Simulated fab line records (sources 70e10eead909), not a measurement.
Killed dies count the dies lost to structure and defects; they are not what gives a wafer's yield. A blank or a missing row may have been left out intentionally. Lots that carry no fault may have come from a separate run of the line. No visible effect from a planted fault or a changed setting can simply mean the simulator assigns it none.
fab line records	flow nand-harc
[record] lots = 24	wafers = 72	last-day = 33
route steps=1302 shown A_ONON_D2@566 A_CHANNEL_HOLE_D2@582
lots with no fault: from the same line, run without faults
start-h: hours from the record's first day to the start of the lot's first wafer shown	wait-h: time in hours since the lot's previous step	" repeats the value in the row above	L1.1+2: one row covering several wafers at once	- either no value or no given start	* or withheld: withheld	< > ~ a bound
route shown NAME@n: a module of which the file shows steps, and the number in the route of the first	usual: average and standard deviation across the fault-free wafers	same: alike in all rows	chamber/n: place in a boat	sites: the reading at each site	_std_site: how widely they spread, as a standard deviation	_edge_site: mean of outer sites minus mean of inner sites	radius-mm: for every site, how far away it sits from the centre of the wafer	mask NAME#n: copy n	behind: the tool/chamber that last shaped the wafer	hold: what put the lot on hold/how long, in hours/how the hold closed	device: which transistor (n, p or np) failed to switch	end of line: the tests these same wafers got at the end of their route	a step given without rows: its recipe and nothing more	killed: count of dies lost to structure and defects at first sort (not the wafer's yield)	map: per-die view of a wafer (x killed, . not killed, _ where there is no die)
set.NAME: the setting as run; set.NAME@STEP: as run at that earlier step	model.NAME: the simulator's own value behind a step, which no gauge read
route steps across a sampled set of lots; one table per step, one row per wafer
services: from which hour (start-h, from the record's first day; less than 0 if before it) a tool's chamber was out of use, for how many hours, and why
[[steps]]
[step NHARC_A_ONON_D2_DEP_33]
[recipe] target-thk-a = 2000	temp-c = 400	pressure-torr = 6.5	rf-w = 900	teos-flow-sccm = 161.4	flow-sccm = 2650	target-thk-nm = 200	gas = O2	material = SiO2
[usual] heater-power-outer-w = 263/45	heater-power-w = 497/70	throttle-valve-pct = 16.1/0.44
lot.wafer	tool	chamber	start-h	wait-h	heater-power-outer-w	heater-power-w	throttle-valve-pct
L074.3	pecvd-03	2	281.45	0.1	334	572	16.1
L074.4	"	2	"	"	225	425	15.9
L074.6	"	0	"	"	325	646	15.1
L075.3	pecvd-03	2	301.21	0.1	286	521	16.1
L075.5	"	0	"	"	331	667	15.3
L075.4	"	1	"	"	257	517	16.0
L076.4	pecvd-01	1	301.27	0.2	283	450	16.2
L076.6	"	2	"	"	237	444	16.8
L076.5	"	0	"	"	265	513	16.5
L077.1	pecvd-03	0	317.66	0.2	330	651	15.4
L077.2	"	2	"	"	301	515	16.0
L077.4	"	2	"	"	301	529	15.7
L078.2	pecvd-01	0	326.40	0.1	239	475	16.4
L078.4	"	1	"	"	290	485	15.6
L078.6	"	2	"	"	316	559	16.2
L080.1	pecvd-04	0	337.69	0.2	279	509	16.5
L080.4	"	2	"	"	207	437	15.7
L080.5	"	1	"	"	304	539	15.8
L079.3	pecvd-04	0	337.96	0.4	256	461	16.5
L079.1	"	1	"	"	265	511	16.1
L079.5	"	1	"	"	271	512	15.8
L081.2	pecvd-04	0	356.44	0.1	286	492	16.7
L081.1	"	2	"	"	239	479	16.1
L081.4	"	1	"	"	304	545	15.8
L082.1	pecvd-01	2	373.34	0.1	307	524	16.6
L082.6	"	0	"	"	227	454	16.5
L082.4	"	2	"	"	303	543	16.8
L083.1	pecvd-03	1	386.78	0.1	297	571	16.0
L083.6	"	1	"	"	181	425	16.0
L083.4	"	2	"	"	221	400	15.6
L084.1	pecvd-01	2	386.82	0.1	327	550	16.5
L084.6	"	0	"	"	199	422	16.5
L084.5	"	1	"	"	248	418	15.5
L085.3	pecvd-04	0	400.84	0.1	229	430	16.7
L085.1	"	1	"	"	244	476	16.2
L085.5	"	0	"	"	238	430	16.5
L086.3	pecvd-03	0	400.91	0.1	242	550	15.6
L086.6	"	1	"	"	253	506	16.0
L086.4	"	2	"	"	318	534	15.5
L087.2	pecvd-04	0	420.78	0.1	232	447	16.3
L087.4	"	1	"	"	288	526	16.3
L087.6	"	2	"	"	242	479	16.1
L089.3	pecvd-04	0	427.99	0.1	281	502	16.5
L089.2	"	1	"	"	248	500	16.4
L089.5	"	1	"	"	261	495	16.2
L088.2	pecvd-01	0	428.01	0.1	182	407	16.6
L088.5	"	1	"	"	232	402	15.6
L088.6	"	2	"	"	316	554	16.8
L090.1	pecvd-01	0	451.65	0.1	234	467	16.6
L090.2	"	1	"	"	270	459	15.6
L090.6	"	0	"	"	239	487	16.5
L091.3	pecvd-03	1	451.70	0.1	273	539	16.3
L091.2	"	2	"	"	287	500	16.0
L091.5	"	1	"	"	270	540	16.1
L092.6	pecvd-03	2	468.75	0.2	224	403	15.7
L092.5	"	0	"	"	301	642	16.1
L092.4	"	1	"	"	285	550	16.0
L094.1	pecvd-01	2	474.75	0.1	311	531	16.9
L094.3	"	1	"	"	263	452	15.7
L094.4	"	1	"	"	287	471	15.4
L093.5	pecvd-03	2	474.84	0.2	272	469	15.8
L093.4	"	0	"	"	314	653	15.7
L093.6	"	1	"	"	278	549	16.2
L096.2	pecvd-04	1	497.32	0.1	295	539	15.6
L096.6	"	1	"	"	292	557	15.7
L096.5	"	0	"	"	195	382	16.1
L095.2	pecvd-04	0	497.59	0.3	206	396	16.1
L095.1	"	2	"	"	218	464	16.0
L095.6	"	2	"	"	229	478	15.7
L097.1	pecvd-01	0	523.36	0.1	221	463	16.6
L097.2	"	2	"	"	287	492	16.5
L097.5	"	1	"	"	303	491	15.9
[step NHARC_A_CHANNEL_HOLE_D2_CD_MEAS_10]
[recipe] target-cd-nm = 100	landing-energy-ev = 500
[usual] cd-nm = 99.8/0.47
lot.wafer	tool	chamber	start-h	wait-h	cd-nm
L074.3	cd-sem-01	0	284.75	-	99.8
L074.4	"	0	"	"	99.3
L074.6	"	0	"	"	99.3
L075.3	cd-sem-02	0	304.32	-	99.9
L075.4	"	0	"	"	100.6
L075.5	"	0	"	"	99.8
L076.4	cd-sem-02	0	304.49	-	100.2
L076.5	"	0	"	"	100.1
L076.6	"	0	"	"	99.8
L077.1	cd-sem-02	0	320.81	-	100.5
L077.2	"	0	"	"	100.5
L077.4	"	0	"	"	100.7
L078.2	cd-sem-03	0	332.57	-	99.3
L078.4	"	0	"	"	99.6
L078.6	"	0	"	"	99.1
L080.1	cd-sem-03	0	343.55	-	99.5
L080.4	"	0	"	"	99.7
L080.5	"	0	"	"	99.7
L079.1	cd-sem-01	0	344.57	-	99.3
L079.3	"	0	"	"	98.9
L079.5	"	0	"	"	99.3
L081.1	cd-sem-01	0	360.47	-	99.3
L081.2	"	0	"	"	100.2
L081.4	"	0	"	"	99.6
L082.1	cd-sem-02	0	378.86	-	100.3
L082.4	"	0	"	"	99.9
L082.6	"	0	"	"	100.3
L084.1	cd-sem-02	0	390.13	-	99.7
L084.5	"	0	"	"	99.5
L084.6	"	0	"	"	100.0
L083.1	cd-sem-01	0	391.37	-	99.9
L083.4	"	0	"	"	99.9
L083.6	"	0	"	"	100.3
L085.1	cd-sem-01	0	405.31	-	100.5
L085.3	"	0	"	"	100.9
L085.5	"	0	"	"	100.8
L086.3	cd-sem-03	0	407.08	-	100.1
L086.4	"	0	"	"	99.6
L086.6	"	0	"	"	100.2
L087.2	cd-sem-01	0	425.28	-	100.0
L087.4	"	0	"	"	99.5
L087.6	"	0	"	"	99.4
L089.2	cd-sem-02	0	431.17	-	100.0
L089.3	"	0	"	"	100.2
L089.5	"	0	"	"	100.8
L088.2	cd-sem-02	0	431.32	-	100.0
L088.5	"	0	"	"	100.6
L088.6	"	0	"	"	99.8
L091.2	cd-sem-03	0	454.76	-	99.2
L091.3	"	0	"	"	99.6
L091.5	"	0	"	"	99.3
L090.1	cd-sem-03	0	455.81	-	99.8
L090.2	"	0	"	"	100.0
L090.6	"	0	"	"	100.1
L092.4	cd-sem-03	0	472.42	-	99.2
L092.5	"	0	"	"	99.4
L092.6	"	0	"	"	99.5
L093.4	cd-sem-02	0	477.91	-	99.8
L093.5	"	0	"	"	98.9
L093.6	"	0	"	"	99.5
L094.1	cd-sem-03	0	478.41	-	100.5
L094.3	"	0	"	"	100.7
L094.4	"	0	"	"	99.9
L096.2	cd-sem-01	0	501.25	-	99.6
L096.5	"	0	"	"	99.8
L096.6	"	0	"	"	100.3
L095.1	cd-sem-03	0	503.00	-	99.6
L095.2	"	0	"	"	99.0
L095.6	"	0	"	"	100.1
L097.1	cd-sem-01	0	526.57	-	99.9
L097.2	"	0	"	"	99.9
L097.5	"	0	"	"	99.3
[step NHARC_A_CHANNEL_HOLE_D2_OVL_MEAS_11]
[usual] overlay-x-nm = 0.0/0.79	overlay-y-nm = -0.2/0.78
lot.wafer	tool	chamber	start-h	wait-h	overlay-x-nm	overlay-y-nm
L074.3	overlay-02	-	284.83	-	0.3	0.5
L074.4	"	-	"	"	0.5	0.3
L074.6	"	-	"	"	0.9	0.2
L075.3	overlay-02	-	304.41	-	0.8	-0.7
L075.4	"	-	"	"	0.6	-0.3
L075.5	"	-	"	"	0.6	-0.6
L076.4	overlay-01	-	304.57	-	-0.4	0.0
L076.5	"	-	"	"	-0.2	-0.9
L076.6	"	-	"	"	-0.4	-0.1
L077.1	overlay-01	-	320.90	-	0.0	0.0
L077.2	"	-	"	"	0.1	-0.3
L077.4	"	-	"	"	0.4	-0.3
L078.2	overlay-02	-	332.65	-	-0.4	-1.1
L078.4	"	-	"	"	-1.1	-1.8
L078.6	"	-	"	"	-0.8	-1.1
L080.1	overlay-02	-	343.64	-	-0.2	0.5
L080.4	"	-	"	"	-0.2	0.7
L080.5	"	-	"	"	-0.1	0.8
L079.1	overlay-02	-	344.66	-	-1.1	0.9
L079.3	"	-	"	"	-0.8	0.0
L079.5	"	-	"	"	-1.6	0.3
L081.1	overlay-02	-	360.56	-	-1.0	0.9
L081.2	"	-	"	"	-0.7	1.3
L081.4	"	-	"	"	-0.7	1.6
L082.1	overlay-01	-	378.95	-	-0.5	-0.2
L082.4	"	-	"	"	-1.4	0.1
L082.6	"	-	"	"	-1.0	-0.7
L084.1	overlay-02	-	390.21	-	1.4	0.9
L084.5	"	-	"	"	1.1	1.0
L084.6	"	-	"	"	0.9	1.4
L083.1	overlay-02	-	391.46	-	0.0	-0.6
L083.4	"	-	"	"	-0.5	-0.6
L083.6	"	-	"	"	-0.5	-1.0
L085.1	overlay-02	-	405.40	-	-1.1	-0.4
L085.3	"	-	"	"	-1.0	-0.4
L085.5	"	-	"	"	-0.3	0.3
L086.3	overlay-02	-	407.16	-	0.3	1.1
L086.4	"	-	"	"	0.3	0.4
L086.6	"	-	"	"	0.0	0.8
L087.2	overlay-01	-	425.37	-	-0.2	-0.8
L087.4	"	-	"	"	-0.2	-1.1
L087.6	"	-	"	"	0.2	-0.6
L089.2	overlay-02	-	431.26	-	0.5	0.4
L089.3	"	-	"	"	0.7	-0.5
L089.5	"	-	"	"	0.8	0.1
L088.2	overlay-02	-	431.41	-	1.3	-0.7
L088.5	"	-	"	"	1.0	-1.1
L088.6	"	-	"	"	0.8	-1.2
L091.2	overlay-01	-	454.85	-	-0.9	-0.7
L091.3	"	-	"	"	-0.9	-0.7
L091.5	"	-	"	"	-1.0	-1.3
L090.1	overlay-02	-	455.90	-	-0.6	0.5
L090.2	"	-	"	"	-0.5	-0.4
L090.6	"	-	"	"	-0.4	-0.1
L092.4	overlay-01	-	472.50	-	-0.1	-1.2
L092.5	"	-	"	"	0.0	-1.0
L092.6	"	-	"	"	0.2	-1.6
L093.4	overlay-01	-	478.00	-	1.6	-0.2
L093.5	"	-	"	"	1.2	0.6
L093.6	"	-	"	"	0.8	0.1
L094.1	overlay-02	-	478.50	-	-0.1	-0.7
L094.3	"	-	"	"	-0.7	-1.3
L094.4	"	-	"	"	-0.7	-1.8
L096.2	overlay-01	-	501.33	-	0.0	-0.3
L096.5	"	-	"	"	-0.6	-0.8
L096.6	"	-	"	"	0.3	-0.1
L095.1	overlay-02	-	503.09	-	1.9	0.4
L095.2	"	-	"	"	1.2	0.4
L095.6	"	-	"	"	1.5	0.7
L097.1	overlay-01	-	526.66	-	0.2	0.4
L097.2	"	-	"	"	0.3	0.1
L097.5	"	-	"	"	0.6	1.1
[step NHARC_A_CHANNEL_HOLE_D2_INSPECT_12]
[usual] raw-defect-count = 36/23
lot.wafer	tool	chamber	start-h	wait-h	raw-defect-count
L074.3	defect-inspect-02	-	284.87	0.0	59
L074.4	"	-	"	"	56
L074.6	"	-	"	"	64
L075.3	defect-inspect-01	-	304.44	0.0	70
L075.4	"	-	"	"	56
L075.5	"	-	"	"	55
L076.4	defect-inspect-01	-	304.61	0.0	2
L076.5	"	-	"	"	2
L076.6	"	-	"	"	5
L077.1	defect-inspect-01	-	320.94	0.0	52
L077.2	"	-	"	"	56
L077.4	"	-	"	"	58
L078.2	defect-inspect-02	-	332.69	0.0	56
L078.4	"	-	"	"	56
L078.6	"	-	"	"	56
L080.1	defect-inspect-02	-	343.67	0.0	11
L080.4	"	-	"	"	5
L080.5	"	-	"	"	11
L079.1	defect-inspect-02	-	344.70	0.0	67
L079.3	"	-	"	"	51
L079.5	"	-	"	"	48
L081.1	defect-inspect-02	-	360.59	0.0	50
L081.2	"	-	"	"	45
L081.4	"	-	"	"	54
L082.1	defect-inspect-02	-	378.98	0.0	51
L082.4	"	-	"	"	59
L082.6	"	-	"	"	59
L084.1	defect-inspect-02	-	390.25	0.0	12
L084.5	"	-	"	"	16
L084.6	"	-	"	"	10
L083.1	defect-inspect-01	-	391.50	0.0	64
L083.4	"	-	"	"	56
L083.6	"	-	"	"	54
L085.1	defect-inspect-02	-	405.43	0.0	11
L085.3	"	-	"	"	9
L085.5	"	-	"	"	16
L086.3	defect-inspect-01	-	407.20	0.0	66
L086.4	"	-	"	"	61
L086.6	"	-	"	"	46
L087.2	defect-inspect-02	-	425.40	0.0	18
L087.4	"	-	"	"	17
L087.6	"	-	"	"	12
L089.2	defect-inspect-01	-	431.29	0.0	9
L089.3	"	-	"	"	11
L089.5	"	-	"	"	13
L088.2	defect-inspect-01	-	431.45	0.0	61
L088.5	"	-	"	"	47
L088.6	"	-	"	"	61
L091.2	defect-inspect-02	-	454.88	0.0	59
L091.3	"	-	"	"	55
L091.5	"	-	"	"	51
L090.1	defect-inspect-01	-	455.93	0.0	53
L090.2	"	-	"	"	45
L090.6	"	-	"	"	60
L092.4	defect-inspect-02	-	472.54	0.0	18
L092.5	"	-	"	"	16
L092.6	"	-	"	"	16
L093.4	defect-inspect-02	-	478.03	0.0	13
L093.5	"	-	"	"	17
L093.6	"	-	"	"	17
L094.1	defect-inspect-01	-	478.53	0.0	60
L094.3	"	-	"	"	70
L094.4	"	-	"	"	71
L096.2	defect-inspect-02	-	501.37	0.0	18
L096.5	"	-	"	"	16
L096.6	"	-	"	"	26
L095.1	defect-inspect-02	-	503.13	0.0	4
L095.2	"	-	"	"	3
L095.6	"	-	"	"	5
L097.1	defect-inspect-01	-	526.70	0.0	9
L097.2	"	-	"	"	4
L097.5	"	-	"	"	1
[step NHARC_A_CHANNEL_HOLE_D2_ETCH_20]
[recipe] bias-v = 3000	source-w = withheld	pressure-mtorr = 20	time-s = 361.9	ar-flow-sccm = 375	c4f8-flow-sccm = 89.3	o2-flow-sccm = 35.7	temp-c = -20	target-depth-a = 16000	chemistry = C4F8/O2/Ar
[usual] c4f8-flow-sccm = 89.28/0.26	drypump-motor-current-A = 5.7/0.56	mfc-ar-sccm = 375.3/1.2	showerhead-plenum-p-Torr = 3.69/0.17	throttle-valve-pct = 32.156/0.0092
lot.wafer	tool	chamber	start-h	wait-h	c4f8-flow-sccm	drypump-motor-current-A	mfc-ar-sccm	rf-hours-counter-h	showerhead-plenum-p-Torr	throttle-valve-pct
L074.3	har-etch-02	0	286.31	0.2	89.46	6.4	374.0	-	3.64	32.158
L074.4	"	1	"	"	89.02	6.0	376.0	-	3.51	32.164
L074.6	"	0	"	"	89.94	6.4	375.1	-	3.64	32.167
L075.3	har-etch-01	1	305.90	0.2	89.43	5.1	373.7	-	3.70	32.151
L075.4	"	0	"	"	89.64	5.1	374.7	-	3.53	32.150
L075.5	"	0	"	"	89.46	5.1	374.9	-	3.53	32.167
L076.4	har-etch-02	0	306.07	0.2	89.04	6.4	374.0	-	3.63	32.150
L076.6	"	0	"	"	89.42	6.4	375.3	-	3.63	32.162
L076.5	"	1	"	"	88.81	6.0	377.8	-	3.50	32.153
L077.1	har-etch-02	0	322.29	0.1	88.82	6.4	376.9	375	3.63	32.167
L077.2	"	1	"	"	89.29	6.0	374.4	375	3.50	32.164
L077.4	"	0	"	"	89.16	6.4	375.3	-	3.63	32.164
L078.2	har-etch-02	0	334.25	0.3	89.00	6.4	375.1	-	3.62	32.173
L078.4	"	0	"	"	89.10	6.4	374.5	-	3.62	32.154
L078.6	"	0	"	"	89.07	6.4	375.1	-	3.62	32.153
L080.1	har-etch-01	0	348.11	0.1	88.97	5.1	376.1	182	3.51	32.163
L080.4	"	1	"	"	89.14	5.1	372.3	-	3.69	32.139
L080.5	"	0	"	"	89.04	5.1	375.6	-	3.51	32.151
L079.1	har-etch-01	1	352.28	0.1	89.21	5.1	374.9	186	3.68	32.139
L079.3	"	0	"	"	89.74	5.2	373.9	-	3.51	32.162
L079.5	"	0	"	"	89.68	5.1	374.7	-	3.51	32.161
L081.1	har-etch-02	1	361.95	0.1	89.43	6.0	375.9	387	3.49	32.187
L081.2	"	0	"	"	88.92	6.4	376.7	402	3.61	32.166
L081.4	"	0	"	"	88.76	6.4	376.7	-	3.61	32.157
L082.1	har-etch-01	1	380.34	0.1	89.21	5.1	374.9	205	3.67	32.155
L082.4	"	1	"	"	89.41	5.1	374.6	-	3.67	32.165
L082.6	"	1	"	"	89.50	5.1	374.4	-	3.67	32.170
L084.1	har-etch-01	1	393.03	0.1	89.10	5.1	374.7	213	3.67	32.162
L084.6	"	1	"	"	89.36	5.2	375.3	-	3.67	32.146
L084.5	"	0	"	"	89.15	5.1	376.3	-	3.50	32.154
L083.1	har-etch-02	1	394.16	0.1	89.15	6.1	373.0	0	3.93	32.159
L083.4	"	1	"	"	89.51	6.1	374.7	-	3.93	32.156
L083.6	"	1	"	"	89.34	6.0	374.1	-	3.93	32.166
L085.1	har-etch-02	1	407.00	0.1	89.42	6.0	374.9	12	3.93	32.150
L085.3	"	0	"	"	89.32	6.4	374.1	-	3.93	32.154
L085.5	"	1	"	"	89.42	6.0	376.4	-	3.93	32.155
L086.3	har-etch-01	0	408.66	0.2	89.63	5.1	374.3	-	3.49	32.165
L086.4	"	1	"	"	89.00	5.1	375.8	-	3.66	32.158
L086.6	"	1	"	"	89.43	5.1	374.7	-	3.66	32.167
L087.2	har-etch-02	0	426.76	0.1	89.13	6.4	376.4	23	3.92	32.158
L087.4	"	1	"	"	89.59	6.0	377.0	-	3.92	32.164
L087.6	"	0	"	"	89.30	6.4	375.4	-	3.92	32.158
L089.2	har-etch-01	0	432.71	0.1	89.30	5.1	374.7	235	3.49	32.164
L089.3	"	1	"	"	89.41	5.2	376.4	-	3.66	32.150
L089.5	"	0	"	"	89.23	5.2	375.5	-	3.49	32.150
L088.2	har-etch-02	0	432.86	0.1	89.41	6.4	373.6	27	3.92	32.139
L088.6	"	1	"	"	89.19	6.0	372.8	-	3.92	32.167
L088.5	"	0	"	"	88.88	6.4	374.3	-	3.92	32.163
L091.2	har-etch-02	0	456.50	0.1	89.73	6.4	375.4	38	3.91	32.170
L091.3	"	1	"	"	88.91	6.0	376.3	-	3.91	32.143
L091.5	"	0	"	"	89.08	6.3	374.8	-	3.91	32.158
L090.2	har-etch-01	0	459.53	0.1	89.36	5.1	377.1	251	3.48	32.169
L090.1	"	1	"	"	89.23	5.1	375.7	251	3.65	32.158
L090.6	"	1	"	"	89.59	5.1	375.3	-	3.65	32.146
L092.4	har-etch-01	0	474.24	0.2	89.74	5.1	378.2	-	3.47	32.159
L092.6	"	0	"	"	89.22	5.2	377.7	-	3.47	32.145
L092.5	"	1	"	"	89.92	5.1	376.1	-	3.64	32.160
L093.4	har-etch-01	0	479.48	0.2	89.06	5.1	373.0	-	3.47	32.154
L093.5	"	0	"	"	89.15	5.1	375.3	-	3.47	32.158
L093.6	"	1	"	"	89.07	5.1	376.2	-	3.64	32.153
L094.1	har-etch-02	0	482.97	0.1	89.72	6.4	373.7	58	3.90	32.154
L094.4	"	0	"	"	89.54	6.4	373.8	-	3.90	32.138
L094.3	"	1	"	"	89.72	6.0	375.4	-	3.90	32.145
L096.2	har-etch-01	0	502.72	0.1	89.25	5.1	375.6	277	3.46	32.151
L096.6	"	0	"	"	89.65	5.2	375.0	-	3.46	32.158
L096.5	"	1	"	"	89.41	5.2	375.4	-	3.63	32.143
L095.1	har-etch-02	0	504.49	0.1	89.31	6.4	376.8	69	3.89	32.162
L095.2	"	1	"	"	88.97	6.1	374.7	69	3.89	32.149
L095.6	"	1	"	"	89.47	6.1	376.1	-	3.89	32.171
L097.2	har-etch-02	0	528.05	0.1	89.54	6.5	377.5	81	3.89	32.163
L097.1	"	1	"	"	89.37	6.0	376.7	81	3.89	32.161
L097.5	"	0	"	"	89.21	6.4	376.0	-	3.89	32.151
[step NHARC_A_CHANNEL_HOLE_D2_ETCH_44]
[recipe] target-depth-a = 1400	overetch-a = 140	time-s = 77	ion-energy-ev = 100	cf4-flow-sccm = 80	o2-flow-sccm = 20	ar-flow-sccm = 0	rf-w = 300	bias-w = 100	chemistry = CF4/O2
[usual] drypump-motor-current-A = 5.7/0.5	mfc-ar-sccm = 0.0012/0.0026	oes_ar_750_au = 1.000/0.0047	oes-product-au = 1.002/0.0072	rf-vpp-V = 197.9/1.4	showerhead-plenum-p-Torr = 1.34/0.059	throttle-valve-pct = 13.398/0.0097
lot.wafer	tool	chamber	start-h	wait-h	drypump-motor-current-A	mfc-ar-sccm	oes_ar_750_au	oes-product-au	rf-hours-counter-h	rf-vpp-V	showerhead-plenum-p-Torr	throttle-valve-pct
L074.4	rie-diel-06	2	290.81	0.1	6.1	0	1.000	0.994	8.9	197.6	1.32	13.390
L074.3	"	0	"	"	6.1	0.0065	0.992	0.995	9.5	197.5	1.41	13.386
L074.6	"	3	"	"	5.7	0	0.999	1.001	-	197.9	1.30	13.391
L075.4	rie-diel-01	1	310.86	0.0	6.6	0.0071	0.999	1.006	5.5	196.8	1.32	13.386
L075.3	"	0	"	"	5.3	0	0.992	1.005	5.3	196.5	1.27	13.411
L075.5	"	2	"	"	5.6	0	0.999	0.992	-	199.0	1.40	13.398
L076.4	rie-diel-03	3	312.81	0.1	4.8	0	1.000	1.021	2.5	199.4	1.41	13.397
L076.6	"	0	"	"	5.5	0	1.007	1.001	-	197.9	1.38	13.416
L076.5	"	1	"	"	5.8	0	1.011	1.009	-	195.8	1.26	13.404
L077.4	rie-diel-03	2	326.87	0.1	6.0	0	1.004	1.008	2.8	200.2	1.41	13.395
L077.2	"	0	"	"	5.5	0	0.992	0.997	3.0	198.2	1.38	13.390
L077.1	"	1	"	"	5.7	0	0.992	1.010	2.6	196.9	1.26	13.380
L078.4	rie-diel-01	1	342.83	0.1	6.6	0.0071	1.002	0.998	6.9	198.1	1.32	13.392
L078.2	"	3	"	"	5.2	0	0.992	1.006	5.9	196.9	1.27	13.396
L078.6	"	1	"	"	6.5	0.0071	1.001	1.000	-	197.3	1.32	13.423
L080.4	rie-diel-03	2	352.67	0.0	6.1	0	1.002	0.998	3.9	197.6	1.41	13.402
L080.1	"	1	"	"	5.8	0	1.000	1.005	3.8	194.3	1.26	13.396
L080.5	"	2	"	"	6.1	0	0.996	1.008	-	199.2	1.41	13.398
L079.1	rie-diel-01	1	356.82	0.1	6.6	0.0071	1.002	1.002	7.9	197.8	1.32	13.400
L079.3	"	2	"	"	5.5	0	1.003	0.998	7.7	198.5	1.40	13.399
L079.5	"	1	"	"	6.5	0.0071	1.004	0.992	-	197.7	1.32	13.406
L081.4	rie-diel-03	3	366.56	0.1	4.8	0	0.993	1.001	4.4	199.3	1.41	13.393
L081.1	"	0	"	"	5.5	0	0.996	1.003	4.3	198.5	1.38	13.410
L081.2	"	2	"	"	6.1	0	0.997	1.004	4.2	198.1	1.41	13.384
L082.4	rie-diel-03	1	384.97	0.1	5.8	0	0.994	1.013	5.3	197.8	1.26	13.410
L082.1	"	0	"	"	5.5	0	1.001	1.006	5.6	199.0	1.37	13.398
L082.6	"	2	"	"	6.1	0	1.000	1.016	-	199.3	1.41	13.390
L083.1	rie-diel-01	0	398.77	0.1	5.3	0	0.997	0.999	1.0	197.5	1.27	13.401
L083.6	"	0	"	"	5.3	0	1.006	1.019	-	197.4	1.27	13.393
L083.4	"	3	"	"	5.3	0	0.999	0.998	-	196.7	1.27	13.424
L084.1	rie-diel-03	3	399.90	0.1	4.8	0	1.004	1.007	6.8	199.7	1.41	13.411
L084.5	"	2	"	"	6.0	0	1.002	1.002	-	199.1	1.41	13.402
L084.6	"	3	"	"	4.8	0	1.007	1.007	-	199.5	1.41	13.391
L085.1	rie-diel-03	3	411.66	0.1	4.8	0	0.996	1.002	7.5	199.9	1.41	13.404
L085.3	"	0	"	"	5.5	0	1.004	1.008	8.1	198.3	1.37	13.388
L085.5	"	2	"	"	6.0	0	1.001	1.010	-	199.8	1.41	13.388
L086.3	rie-diel-06	0	413.20	0.1	6.1	0.0065	1.004	0.994	6.8	198.8	1.41	13.395
L086.6	"	2	"	"	6.1	0	1.003	0.998	-	197.0	1.32	13.398
L086.4	"	1	"	"	5.4	0.0008	0.999	0.992	-	198.3	1.36	13.399
L087.4	rie-diel-01	0	431.37	0.1	5.3	0	0.995	1.006	2.9	195.1	1.27	13.409
L087.2	"	3	"	"	5.3	0	1.011	1.004	1.9	196.1	1.27	13.396
L087.6	"	1	"	"	6.5	0.0071	1.003	1.008	-	197.0	1.32	13.397
L089.3	rie-diel-01	3	437.33	0.1	5.3	0	1.004	1.005	2.1	196.5	1.27	13.392
L089.2	"	1	"	"	6.5	0.0071	1.000	1.002	0.9	197.9	1.32	13.408
L089.5	"	2	"	"	5.5	0	1.006	0.995	-	199.1	1.40	13.392
L088.2	rie-diel-01	1	437.76	0.4	6.5	0.0071	1.006	1.007	1.0	197.9	1.32	13.404
L088.5	"	1	"	"	6.6	0.0071	1.004	1.013	-	198.8	1.32	13.392
L088.6	"	2	"	"	5.5	0	1.005	0.996	-	198.1	1.40	13.384
L091.2	rie-diel-01	2	461.07	0.1	5.6	0	1.003	0.989	3.6	199.3	1.40	13.385
L091.3	"	0	"	"	5.3	0	1.000	1.006	4.5	196.5	1.27	13.391
L091.5	"	2	"	"	5.6	0	1.002	0.994	-	199.1	1.40	13.414
L090.1	rie-diel-01	0	464.13	0.1	5.3	0	0.994	1.005	4.6	196.0	1.27	13.380
L090.2	"	2	"	"	5.6	0	0.997	1.013	3.7	200.7	1.40	13.398
L090.6	"	0	"	"	5.3	0	1.004	1.012	-	195.7	1.27	13.410
L092.4	rie-diel-01	3	478.78	0.1	5.3	0	0.999	0.995	4.5	196.5	1.27	13.389
L092.6	"	0	"	"	5.3	0	0.995	1.003	-	197.2	1.27	13.398
L092.5	"	1	"	"	6.6	0.0071	1.002	1.003	-	199.4	1.32	13.422
L093.5	rie-diel-03	3	484.07	0.1	4.8	0	1.005	0.998	-	200.5	1.41	13.386
L093.4	"	1	"	"	5.8	0	0.995	1.000	-	196.4	1.26	13.395
L093.6	"	2	"	"	6.1	0	1.000	1.001	-	200.6	1.40	13.384
L094.1	rie-diel-03	2	487.62	0.1	6.1	0	1.001	0.998	2.0	199.6	1.40	13.399
L094.3	"	0	"	"	5.5	0	0.996	1.003	1.3	197.1	1.37	13.389
L094.4	"	3	"	"	4.8	0	0.998	0.997	-	199.5	1.41	13.402
L096.2	rie-diel-01	0	507.33	0.1	5.3	0	0.996	1.006	6.2	197.5	1.27	13.416
L096.6	"	2	"	"	5.5	0	1.002	0.991	-	200.1	1.40	13.405
L096.5	"	3	"	"	5.3	0	1.006	0.996	-	196.9	1.27	13.394
L095.2	rie-diel-06	0	509.11	0.1	6.1	0.0065	1.003	0.996	1.2	199.7	1.41	13.388
L095.1	"	2	"	"	6.1	0	1.002	1.007	1.6	197.8	1.32	13.389
L095.6	"	3	"	"	5.8	0	1.009	0.992	-	196.8	1.30	13.403
L097.1	rie-diel-06	3	532.66	0.1	5.7	0	1.004	1.000	2.3	197.4	1.30	13.405
L097.2	"	2	"	"	6.1	0	0.998	0.999	2.2	197.6	1.32	13.423
L097.5	"	2	"	"	6.1	0	0.996	1.010	-	196.5	1.32	13.398
[[services]]
tool	chamber	start-h	hours	kind
pecvd-04	-	269.14	13.0	pm
rie-diel-03	-	281.30	9.0	pm
rie-diel-01	3	282.49	8.5	repair
pecvd-04	-	287.53	0.9	repair
pecvd-01	-	311.07	13.0	pm
rie-diel-03	3	317.44	2.6	repair
rie-diel-01	2	334.59	3.0	repair
pecvd-03	-	366.61	13.0	pm
rie-diel-01	1	367.71	3.8	repair
har-etch-02	-	377.00	17.0	pm
rie-diel-01	-	380.80	9.0	pm
rie-diel-03	2	386.92	7.0	repair
rie-diel-01	3	406.72	19.4	repair
rie-diel-03	3	408.69	1.3	repair
rie-diel-01	2	415.64	6.9	repair
rie-diel-01	2	445.53	11.1	repair
pecvd-04	-	450.14	13.0	pm
rie-diel-03	-	450.75	0.5	repair
rie-diel-03	-	458.30	9.0	pm
pecvd-01	-	459.76	1.4	repair
pecvd-01	-	478.88	1.2	repair
rie-diel-03	0	479.86	5.0	repair
rie-diel-03	1	485.15	5.2	repair
pecvd-01	-	492.07	13.0	pm
[[key]]
fault none
